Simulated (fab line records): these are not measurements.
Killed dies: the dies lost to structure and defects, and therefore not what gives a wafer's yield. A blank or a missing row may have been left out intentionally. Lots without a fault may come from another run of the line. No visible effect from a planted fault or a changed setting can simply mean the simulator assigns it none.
Struck lot and sound lot, side by side    flow n5-finfet    27 steps out of a route of 1938
Sound: wafers L427.4, L427.5, L427.6. Struck: wafer L426.2 (left out: L426.4, L426.6 of the same lot, which were not struck); the cause appears at the end.
Each step with rows lists, per side, the tool, then ch with its chambers, then its first start. Under that, the readings that differ: sound wafers    struck wafers    difference of the means    sigmas: that difference in standard deviations of wafers without a fault.
alike: same words and numbers on both sides, and readings whose means sit less than 2 such deviations apart. not compared: any withheld reading, any reading some wafer has no value for, any bound like >300 that may hide the same value, and any number with overlapping values for which the record gives no deviation.
The two part at a step that has a row with sigmas, a row that says differs or no value, or rows on one side only. Non-overlapping numbers with no deviation appear without sigmas and do not part them. Lack of a reading on every wafer of one side parts them only where that side has two or more wafers.

first, 9 steps without rows for these wafers: N5_FIN_CUT_COAT_29 (time 60 s, resist thk 10 nm); N5_FIN_CUT_COAT_02 (resist thk 30 nm); N5_FIN_CUT_EBR_04; N5_FIN_CUT_SOFTBAKE_03 (time 60 s); N5_FIN_CUT_EXPOSE_05 (exposes mask FIN CUT); N5_FIN_CUT_PEB_06 (peb time 60 s); N5_FIN_CUT_DEVELOP_07 (develop time 30 s); N5_FIN_CUT_DESCUM_13 (chemistry O2, time 7 s); N5_FIN_CUT_ETCH_30 (etches underlayer in N2/H2, target depth 13 nm, time 10.4 s).
N5_FIN_CUT_ETCH_20: etches SiARC in CF4, target depth 26 nm, time 43.3 s.
  sound on rie-diel-06 ch 0,2,3, day 7 20:46; struck on rie-diel-03 ch 1, day 7 15:07
reading                sound           struck  difference  sigmas
etch-rf-on-time-s (s)  43.5 45.4 44.0  40.7    -3.6        -4
oes-product-au (a.u.)  0.65 0.63 0.66  0.78    +0.13       +2
  alike: drypump-motor-current-A, rf-fwd-power-W, rf-vpp-V, showerhead-plenum-p-Torr, throttle-valve-pct
  not compared: rf-hours-counter-h
then, 13 steps without rows for these wafers: N5_FIN_CUT_ETCH_21 (etches SOC in N2/H2, target depth 219 nm, overetch 43.8 nm, time 523.5 s); N5_FIN_CUT_STRIP_23 (strips in N2/H2); N5_FIN_CUT_STRIP_31 (strips in N2/H2); N5_FIN_CUT_STRIP_24 (strips in CF4); N5_FIN_CUT_CUT_ETCH_26 (etches SiNx in CH3F/O2, target depth 39 nm, time 55.7 s); N5_FIN_CUT_CUT_ETCH_27 (etches SiO2 in CHF3/O2, target depth 4 nm, overetch 2 nm, time 4.9 s); N5_FIN_CUT_PRECLEAN_35 (cleans in vHF, time 13.3 s); N5_FIN_CUT_CUT_ETCH_15 (etches Si in HBr/Cl2/O2, target depth 100 nm, bt time 10 s, time 42.4 s); N5_FIN_CUT_CUT_ETCH_28 (etches Si in HBr/Cl2/O2, target depth 6 nm, time 2.4 s); N5_FIN_CUT_STRIP_22 (strips in N2/H2); N5_FIN_CUT_PRECLEAN_36 (cleans in O3/DIW, time 60 s); N5_FIN_CUT_SRD_32 (time 30 s); N5_FIN_CUT_UV_OZONE_34 (time 120 s).
N5_FIN_CUT_INSPECT_17: inspects for defects (brightfield).
  sound on defect-inspect-02 at day 7 21:38; struck on defect-inspect-01 at day 7 15:59
reading           sound        struck  difference  sigmas
raw-defect-count  220 355 159  805     +560        +9
then, 1 step without rows for these wafers: N5_STI_FIN_REVEAL_ALD_00 (deposits SiO2, target thk 1 nm, pulse time 1 s).
-- here the record skips 7 days between the struck wafers' starts before and after, leaving off in module STI_FIN_REVEAL and picking up in module BEOL_M4 (first step shown: number 1111 of the route) --
N5_BEOL_M4_RC_MEAS_101:
  sound on prober-01 ch 0, day 15 20:11; struck on prober-02 ch 0, day 14 18:53
  alike: DIBL_N, DIBL_P, IOFF_N, IOFF_P, ION_N, ION_P, SS_N, SS_P, VT_N, VT_P
-- record jumps: 4 days separate the struck wafers' starts on either side; left off in module BEOL_M4, taken up again in module PASSIVATION, whose first shown step is the route's number 1936 --
N5_PASSIVATION_PROBE_49:
  record: rows for the struck wafers here (prober-02, day 18 21:40), none for the sound ones

== WHERE THEY PART ==
Last at N5_PASSIVATION_PROBE_49 as far as this record goes, first at N5_FIN_CUT_ETCH_20.

WHY: whatever the simulator had introduced
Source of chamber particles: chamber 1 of rie-diel-03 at N5_FIN_CUT_ETCH_20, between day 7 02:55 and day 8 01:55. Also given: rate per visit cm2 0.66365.
